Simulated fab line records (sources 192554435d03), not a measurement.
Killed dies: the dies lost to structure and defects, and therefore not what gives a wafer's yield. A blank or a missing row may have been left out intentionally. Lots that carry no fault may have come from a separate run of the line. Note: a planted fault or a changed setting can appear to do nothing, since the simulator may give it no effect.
Which tool is to blame? || flow n5 finfet || 24 wafers from 9 lots sampled at 7 of the route's 1938 steps

WHAT THE GAUGES SHOWED, per wafer
N5_SD_EPI_N_EPI_MEAS_23. Usual: thk nm at 59.3 nm, with a standard deviation of 1.2.
{"lot": "L611", "measured": "day 4 00:19", "on": "film metro-02", "thk nm (nm)": "61.4 59.1 60.6", "flag": ""}
{"lot": "L612", "measured": "day 4 05:22", "on": "film metro-02", "thk nm (nm)": "59.2 58.3 59.4", "flag": ""}
{"lot": "L613", "measured": "day 4 10:26", "on": "film metro-01", "thk nm (nm)": "67.3 65.8 65.3", "flag": "OFF"}
{"lot": "L614", "measured": "day 4 15:33", "on": "film metro-02", "thk nm (nm)": "68.6 65.2 67.7", "flag": "OFF"}
{"lot": "L627", "measured": "day 8 00:05", "on": "film metro-01", "thk nm (nm)": "61.8 60.8", "flag": ""}
{"lot": "L628", "measured": "day 8 08:17", "on": "film metro-01", "thk nm (nm)": "58.2 60.0", "flag": ""}
{"lot": "L629", "measured": "day 8 09:40", "on": "film metro-01", "thk nm (nm)": "57.9 58.2 59.2", "flag": ""}
{"lot": "L630", "measured": "day 8 19:12", "on": "film metro-02", "thk nm (nm)": "59.6 58.9 59.4", "flag": ""}
{"lot": "L631", "measured": "day 9 03:54", "on": "film metro-01", "thk nm (nm)": "56.8 59.2", "flag": ""}

N5_SD_EPI_P_OVL_MEAS_10. Usual: for SD_P_BLK_OVL the level is -0.4 nm and the standard deviation is 0.8.
{"lot": "L611", "measured": "day 4 01:18", "on": "overlay-02", "SD_P_BLK_OVL (nm)": "-0.5 -0.7 -0.3", "flag": ""}
{"lot": "L612", "measured": "day 4 06:14", "on": "overlay-01", "SD_P_BLK_OVL (nm)": "-1.2 -0.5 -0.2", "flag": ""}
{"lot": "L613", "measured": "day 4 11:25", "on": "overlay-01", "SD_P_BLK_OVL (nm)": "1.0 0.3 0.0", "flag": ""}
{"lot": "L614", "measured": "day 4 16:52", "on": "overlay-02", "SD_P_BLK_OVL (nm)": "-0.9 -0.5 0.2", "flag": ""}
{"lot": "L627", "measured": "day 8 01:05", "on": "overlay-02", "SD_P_BLK_OVL (nm)": "1.0 0.3", "flag": ""}
{"lot": "L628", "measured": "day 8 09:16", "on": "overlay-01", "SD_P_BLK_OVL (nm)": "-0.1 -2.3", "flag": ""}
{"lot": "L629", "measured": "day 8 10:44", "on": "overlay-02", "SD_P_BLK_OVL (nm)": "0.4 -0.2 -0.3", "flag": ""}
{"lot": "L630", "measured": "day 8 20:08", "on": "overlay-02", "SD_P_BLK_OVL (nm)": "0.5 0.7 -0.3", "flag": ""}
{"lot": "L631", "measured": "day 9 04:53", "on": "overlay-02", "SD_P_BLK_OVL (nm)": "2.1 0.4", "flag": ""}

N5_SD_ACTIVATION_RS_MEAS_03: a four-point-probe measurement. Usual: RS_SD_N 21.81 ohm/sq, standard deviation 0.3; RS_SD_P 56.2 ohm/sq, standard deviation 0.84.
{"lot": "L611", "measured": "day 4 05:33", "on": "film metro-02", "RS_SD_N (ohm/sq)": "21.64 22.02 22.14", "RS_SD_P (ohm/sq)": "55.6 56.0 56.3", "flag": ""}
{"lot": "L612", "measured": "day 4 10:28", "on": "film metro-02", "RS_SD_N (ohm/sq)": "22.02 21.81 22.02", "RS_SD_P (ohm/sq)": "57.1 58.2 57.3", "flag": ""}
{"lot": "L613", "measured": "day 4 15:41", "on": "film metro-01", "RS_SD_N (ohm/sq)": "19.51 19.56 19.67", "RS_SD_P (ohm/sq)": "56.7 56.3 56.1", "flag": "OFF"}
{"lot": "L614", "measured": "day 4 21:05", "on": "film metro-01", "RS_SD_N (ohm/sq)": "19.44 19.36 19.69", "RS_SD_P (ohm/sq)": "58.6 58.0 58.2", "flag": "OFF"}
{"lot": "L627", "measured": "day 8 05:20", "on": "film metro-01", "RS_SD_N (ohm/sq)": "22.27 21.56", "RS_SD_P (ohm/sq)": "56.5 56.3", "flag": ""}
{"lot": "L628", "measured": "day 8 13:32", "on": "film metro-02", "RS_SD_N (ohm/sq)": "22.07 21.66", "RS_SD_P (ohm/sq)": "55.9 56.1", "flag": ""}
{"lot": "L629", "measured": "day 8 15:34", "on": "film metro-01", "RS_SD_N (ohm/sq)": "22.05 22.27 22.08", "RS_SD_P (ohm/sq)": "55.9 55.4 55.4", "flag": ""}
{"lot": "L630", "measured": "day 9 00:52", "on": "film metro-02", "RS_SD_N (ohm/sq)": "21.85 21.81 21.68", "RS_SD_P (ohm/sq)": "56.1 55.1 54.3", "flag": ""}
{"lot": "L631", "measured": "day 9 09:59", "on": "film metro-01", "RS_SD_N (ohm/sq)": "22.04 22.16", "RS_SD_P (ohm/sq)": "57.2 57.2", "flag": ""}

N5_BEOL_M4_RC_MEAS_101. Usual: DIBL_N 35.8 mV/V, standard deviation 1.6; DIBL_P 35.6 mV/V, standard deviation 2; IOFF_N 0.15 nA/um, standard deviation 0.031; IOFF_P 0.20 nA/um, standard deviation 0.033; ION_N 668 uA/um, standard deviation 12; ION_P 459 uA/um, standard deviation 6.8; RS_SD_N 28.3 ohm/sq, standard deviation 0.36; SS_N 71.4 mV/dec, standard deviation 0.53; SS_P 73.1 mV/dec, standard deviation 0.63; VT_N 250 mV, standard deviation 3.5; VT_P -251 mV, standard deviation 3.
{"lot": "L611", "measured": "day 14 20:15", "on": "prober-02", "DIBL_N (mV/V)": "35.0 37.2 33.3", "DIBL_P (mV/V)": "34.9 37.6 33.1", "IOFF_N (nA/um)": "0.13 0.18 0.12", "IOFF_P (nA/um)": "0.16 0.21 0.15", "ION_N (uA/um)": "664 681 653", "ION_P (uA/um)": "447 462 454", "RS_SD_N (ohm/sq)": "28.1 28.5 28.7", "SS_N (mV/dec)": "71.4 71.7 71.0", "SS_P (mV/dec)": "72.5 73.3 72.2", "VT_N (mV)": "252 248 254", "VT_P (mV)": "-256 -254 -256", "flag": ""}
{"lot": "L612", "measured": "day 14 04:38", "on": "prober-01", "DIBL_N (mV/V)": "33.3 34.9 34.7", "DIBL_P (mV/V)": "32.8 34.0 33.7", "IOFF_N (nA/um)": "0.11 0.13 0.12", "IOFF_P (nA/um)": "0.16 0.17 0.18", "ION_N (uA/um)": "662 662 667", "ION_P (uA/um)": "455 452 458", "RS_SD_N (ohm/sq)": "28.4 28.3 28.7", "SS_N (mV/dec)": "71.1 71.9 71.4", "SS_P (mV/dec)": "72.4 72.8 73.2", "VT_N (mV)": "254 253 253", "VT_P (mV)": "-253 -253 -254", "flag": ""}
{"lot": "L613", "measured": "day 15 17:04", "on": "prober-01", "DIBL_N (mV/V)": "35.7 34.6 37.6", "DIBL_P (mV/V)": "34.5 32.7 36.9", "IOFF_N (nA/um)": "0.15 0.13 0.18", "IOFF_P (nA/um)": "0.21 0.18 0.25", "ION_N (uA/um)": "675 670 674", "ION_P (uA/um)": "464 461 468", "RS_SD_N (ohm/sq)": "25.4 25.4 25.3", "SS_N (mV/dec)": "71.4 71.2 71.7", "SS_P (mV/dec)": "72.7 72.6 73.6", "VT_N (mV)": "246 251 249", "VT_P (mV)": "-250 -251 -246", "flag": "OFF"}
{"lot": "L614", "measured": "day 16 00:29", "on": "prober-02", "DIBL_N (mV/V)": "36.1 38.3 38.4", "DIBL_P (mV/V)": "32.6 34.5 35.5", "IOFF_N (nA/um)": "0.14 0.16 0.17", "IOFF_P (nA/um)": "0.18 0.21 0.22", "ION_N (uA/um)": "662 661 673", "ION_P (uA/um)": "455 450 461", "RS_SD_N (ohm/sq)": "25.3 25.3 25.4", "SS_N (mV/dec)": "72.2 72.0 72.3", "SS_P (mV/dec)": "73.0 73.9 73.8", "VT_N (mV)": "250 249 245", "VT_P (mV)": "-251 -250 -249", "flag": "OFF"}
{"lot": "L627", "measured": "day 19 02:43", "on": "prober-01", "DIBL_N (mV/V)": "38.3 33.9", "DIBL_P (mV/V)": "38.7 33.4", "IOFF_N (nA/um)": "0.21 0.12", "IOFF_P (nA/um)": "0.26 0.17", "ION_N (uA/um)": "685 672", "ION_P (uA/um)": "470 462", "RS_SD_N (ohm/sq)": "28.2 27.8", "SS_N (mV/dec)": "71.5 70.7", "SS_P (mV/dec)": "73.5 72.6", "VT_N (mV)": "246 252", "VT_P (mV)": "-245 -253", "flag": ""}
{"lot": "L628", "measured": "day 20 04:23", "on": "prober-01", "DIBL_N (mV/V)": "37.8 35.0", "DIBL_P (mV/V)": "36.4 33.0", "IOFF_N (nA/um)": "0.16 0.11", "IOFF_P (nA/um)": "0.20 0.16", "ION_N (uA/um)": "659 663", "ION_P (uA/um)": "456 457", "RS_SD_N (ohm/sq)": "28.6 27.9", "SS_N (mV/dec)": "72.2 71.0", "SS_P (mV/dec)": "74.3 72.4", "VT_N (mV)": "248 254", "VT_P (mV)": "-253 -254", "flag": ""}
{"lot": "L629", "measured": "day 19 04:35", "on": "prober-01", "DIBL_N (mV/V)": "37.5 35.8 38.9", "DIBL_P (mV/V)": "36.4 35.5 38.6", "IOFF_N (nA/um)": "0.16 0.14 0.19", "IOFF_P (nA/um)": "0.21 0.20 0.24", "ION_N (uA/um)": "662 659 670", "ION_P (uA/um)": "455 462 460", "RS_SD_N (ohm/sq)": "28.7 28.8 28.7", "SS_N (mV/dec)": "71.3 70.8 71.8", "SS_P (mV/dec)": "73.1 73.3 73.6", "VT_N (mV)": "249 252 248", "VT_P (mV)": "-249 -251 -247", "flag": ""}
{"lot": "L630", "measured": "day 20 05:26", "on": "prober-02", "DIBL_N (mV/V)": "35.9 35.6 33.5", "DIBL_P (mV/V)": "35.3 34.6 32.1", "IOFF_N (nA/um)": "0.15 0.13 0.10", "IOFF_P (nA/um)": "0.19 0.19 0.15", "ION_N (uA/um)": "686 659 648", "ION_P (uA/um)": "472 458 450", "RS_SD_N (ohm/sq)": "28.4 28.5 28.0", "SS_N (mV/dec)": "71.0 71.7 71.4", "SS_P (mV/dec)": "72.7 72.8 72.0", "VT_N (mV)": "247 251 256", "VT_P (mV)": "-250 -251 -255", "flag": ""}
{"lot": "L631", "measured": "day 20 12:02", "on": "prober-01", "DIBL_N (mV/V)": "38.3 38.3", "DIBL_P (mV/V)": "39.7 39.2", "IOFF_N (nA/um)": "0.23 0.22", "IOFF_P (nA/um)": "0.28 0.27", "ION_N (uA/um)": "708 685", "ION_P (uA/um)": "480 465", "RS_SD_N (ohm/sq)": "28.4 28.5", "SS_N (mV/dec)": "71.9 71.4", "SS_P (mV/dec)": "73.8 74.4", "VT_N (mV)": "243 244", "VT_P (mV)": "-245 -244", "flag": ""}

TOOL THAT RAN EACH LOT (tool first, then ch and the chambers of the sampled wafers, then the start)
{"lot": "L611", "N5_SPACER0_ALD_08": "ald sin-04 ch 1,3, day 3 20:25", "N5_SD_EPI_N_DESCUM_14": "rie diel-03 ch 2,3, day 3 20:56", "N5_SD_EPI_N_EPI_21": "epi rpcvd-03 ch 0, day 3 22:53"}
{"lot": "L612", "N5_SPACER0_ALD_08": "ald sin-03 ch 0,2,3, day 4 01:26", "N5_SD_EPI_N_DESCUM_14": "rie diel-06 ch 0,1,3, day 4 01:58", "N5_SD_EPI_N_EPI_21": "epi rpcvd-03 ch 0, day 4 03:55"}
{"lot": "L613", "N5_SPACER0_ALD_08": "ald sin-04 ch 0,2,3, day 4 06:24", "N5_SD_EPI_N_DESCUM_14": "rie diel-06 ch 0,1,3, day 4 07:02", "N5_SD_EPI_N_EPI_21": "epi rpcvd-03 ch 0, day 4 08:43"}
{"lot": "L614", "N5_SPACER0_ALD_08": "ald sin-04 ch 0,2, day 4 11:25", "N5_SD_EPI_N_DESCUM_14": "rie diel-06 ch 1,2,3, day 4 12:08", "N5_SD_EPI_N_EPI_21": "epi rpcvd-03 ch 0, day 4 13:50"}
{"lot": "L627", "N5_SPACER0_ALD_08": "ald sin-03 ch 0,2, day 7 20:02", "N5_SD_EPI_N_DESCUM_14": "rie diel-02 ch 0,3, day 7 20:41", "N5_SD_EPI_N_EPI_21": "epi rpcvd-02 ch 0, day 7 22:55"}
{"lot": "L628", "N5_SPACER0_ALD_08": "ald sin-02 ch 2,3, day 8 04:08", "N5_SD_EPI_N_DESCUM_14": "rie diel-06 ch 2,3, day 8 04:54", "N5_SD_EPI_N_EPI_21": "epi rpcvd-02 ch 0, day 8 07:24"}
{"lot": "L629", "N5_SPACER0_ALD_08": "ald sin-04 ch 1,2,3, day 8 05:44", "N5_SD_EPI_N_DESCUM_14": "rie diel-03 ch 0,1,3, day 8 06:16", "N5_SD_EPI_N_EPI_21": "epi rpcvd-01 ch 0, day 8 08:47"}
{"lot": "L630", "N5_SPACER0_ALD_08": "ald sin-02 ch 0,1,3, day 8 15:09", "N5_SD_EPI_N_DESCUM_14": "rie diel-06 ch 2,3, day 8 15:47", "N5_SD_EPI_N_EPI_21": "epi rpcvd-01 ch 0, day 8 17:28"}
{"lot": "L631", "N5_SPACER0_ALD_08": "ald sin-04 ch 0,1, day 8 22:35", "N5_SD_EPI_N_DESCUM_14": "rie diel-03 ch 1,3, day 8 23:46", "N5_SD_EPI_N_EPI_21": "epi rpcvd-03 ch 0, day 9 01:37"}
- N5_SPACER0_ALD_08: deposits SiNx, target thk 2 nm.
- N5_SD_EPI_N_DESCUM_14: chemistry O2, time 7.9 s.
- N5_SD_EPI_N_EPI_21: deposits Si:P, time 690 s.

WHAT THE TOOLS THEMSELVES READ (means of the sampled wafers that have a number; where no wafer has one, the mark that the record gives instead)
N5_SPACER0_ALD_08. Usual: chamber pressure Torr 2.000 Torr, standard deviation 0.0041; heater power w 854 W, standard deviation 78.
{"lot": "L611", "tool": "ald sin-04", "chamber pressure Torr (Torr)": 2.000, "heater power w (W)": 780, "flag": ""}
{"lot": "L612", "tool": "ald sin-03", "chamber pressure Torr (Torr)": 1.999, "heater power w (W)": 844, "flag": ""}
{"lot": "L613", "tool": "ald sin-04", "chamber pressure Torr (Torr)": 1.997, "heater power w (W)": 883, "flag": ""}
{"lot": "L614", "tool": "ald sin-04", "chamber pressure Torr (Torr)": 2.000, "heater power w (W)": 935, "flag": ""}
{"lot": "L627", "tool": "ald sin-03", "chamber pressure Torr (Torr)": 2.000, "heater power w (W)": 832, "flag": ""}
{"lot": "L628", "tool": "ald sin-02", "chamber pressure Torr (Torr)": 1.998, "heater power w (W)": 814, "flag": ""}
{"lot": "L629", "tool": "ald sin-04", "chamber pressure Torr (Torr)": 1.997, "heater power w (W)": 827, "flag": ""}
{"lot": "L630", "tool": "ald sin-02", "chamber pressure Torr (Torr)": 2.003, "heater power w (W)": 813, "flag": ""}
{"lot": "L631", "tool": "ald sin-04", "chamber pressure Torr (Torr)": 1.999, "heater power w (W)": 867, "flag": ""}

N5_SD_EPI_N_DESCUM_14. Usual: drypump motor current A 5.8 A, standard deviation 0.42; oes product au 0.76 a.u., standard deviation 0.067; rf vpp V 243.0 V, standard deviation 1.4; showerhead plenum p Torr 2.09 Torr, standard deviation 0.085; throttle valve pct 20.52 %, standard deviation 0.21.
{"lot": "L611", "tool": "rie diel-03", "drypump motor current A (A)": 6.0, "oes product au (a.u.)": 0.74, "rf vpp V (V)": 241.9, "showerhead plenum p Torr (Torr)": 2.00, "throttle valve pct (%)": 20.43, "flag": ""}
{"lot": "L612", "tool": "rie diel-06", "drypump motor current A (A)": 5.7, "oes product au (a.u.)": 0.73, "rf vpp V (V)": 241.7, "showerhead plenum p Torr (Torr)": 2.06, "throttle valve pct (%)": 20.59, "flag": ""}
{"lot": "L613", "tool": "rie diel-06", "drypump motor current A (A)": 5.7, "oes product au (a.u.)": 0.74, "rf vpp V (V)": 242.9, "showerhead plenum p Torr (Torr)": 2.06, "throttle valve pct (%)": 20.60, "flag": ""}
{"lot": "L614", "tool": "rie diel-06", "drypump motor current A (A)": 5.7, "oes product au (a.u.)": 0.76, "rf vpp V (V)": 242.6, "showerhead plenum p Torr (Torr)": 2.04, "throttle valve pct (%)": 20.63, "flag": ""}
{"lot": "L627", "tool": "rie diel-02", "drypump motor current A (A)": 5.8, "oes product au (a.u.)": 0.96, "rf vpp V (V)": 243.9, "showerhead plenum p Torr (Torr)": 2.16, "throttle valve pct (%)": 20.45, "flag": ""}
{"lot": "L628", "tool": "rie diel-06", "drypump motor current A (A)": 5.5, "oes product au (a.u.)": 0.77, "rf vpp V (V)": 241.9, "showerhead plenum p Torr (Torr)": 2.01, "throttle valve pct (%)": 20.63, "flag": ""}
{"lot": "L629", "tool": "rie diel-03", "drypump motor current A (A)": 5.9, "oes product au (a.u.)": 0.74, "rf vpp V (V)": 243.3, "showerhead plenum p Torr (Torr)": 2.09, "throttle valve pct (%)": 20.48, "flag": ""}
{"lot": "L630", "tool": "rie diel-06", "drypump motor current A (A)": 5.4, "oes product au (a.u.)": 0.75, "rf vpp V (V)": 242.7, "showerhead plenum p Torr (Torr)": 2.04, "throttle valve pct (%)": 20.69, "flag": ""}
{"lot": "L631", "tool": "rie diel-03", "drypump motor current A (A)": 5.7, "oes product au (a.u.)": 0.73, "rf vpp V (V)": 243.1, "showerhead plenum p Torr (Torr)": 2.08, "throttle valve pct (%)": 20.40, "flag": ""}

N5_SD_EPI_N_EPI_21. Usual: chamber pressure Torr at 254.9 Torr, with a standard deviation of 0.56.
{"lot": "L611", "tool": "epi rpcvd-03", "chamber pressure Torr (Torr)": 254.9, "flag": ""}
{"lot": "L612", "tool": "epi rpcvd-03", "chamber pressure Torr (Torr)": 255.5, "flag": ""}
{"lot": "L613", "tool": "epi rpcvd-03", "chamber pressure Torr (Torr)": 254.9, "flag": ""}
{"lot": "L614", "tool": "epi rpcvd-03", "chamber pressure Torr (Torr)": 254.4, "flag": ""}
{"lot": "L627", "tool": "epi rpcvd-02", "chamber pressure Torr (Torr)": 255.4, "flag": ""}
{"lot": "L628", "tool": "epi rpcvd-02", "chamber pressure Torr (Torr)": 254.9, "flag": ""}
{"lot": "L629", "tool": "epi rpcvd-01", "chamber pressure Torr (Torr)": 254.9, "flag": ""}
{"lot": "L630", "tool": "epi rpcvd-01", "chamber pressure Torr (Torr)": 255.2, "flag": ""}
{"lot": "L631", "tool": "epi rpcvd-03", "chamber pressure Torr (Torr)": 255.4, "flag": ""}

THE ANSWER, worked out from the rows above alone
Rule: lot off if the mean of its wafers having a number is beyond 3 standard deviations from the usual mean. A lot without any number at a reading at which 4 lots or more have one is off too. All remaining lots with rows at the step are treated as sound. The gauges are gone through in route order, then the tools' own readings, and for those a lot's mean is taken as printed above. At the first step where some lot is off, the reading lying furthest off is the one used; lots without a number count as furthest.
Off: L613, L614, at N5_SD_EPI_N_EPI_MEAS_23 (thk nm).
If a tool, at a process step before that reading, ran all the lots that are off and no sound lot after the first of them, it fits. The gauges at N5_SD_EPI_N_EPI_MEAS_23 aren't tried: what is off there is off at N5_BEOL_M4_RC_MEAS_101 too, on other tools, and a gauge's error can't cause that. None of those tried fits.

WHAT THE SIMULATOR HAD INSERTED
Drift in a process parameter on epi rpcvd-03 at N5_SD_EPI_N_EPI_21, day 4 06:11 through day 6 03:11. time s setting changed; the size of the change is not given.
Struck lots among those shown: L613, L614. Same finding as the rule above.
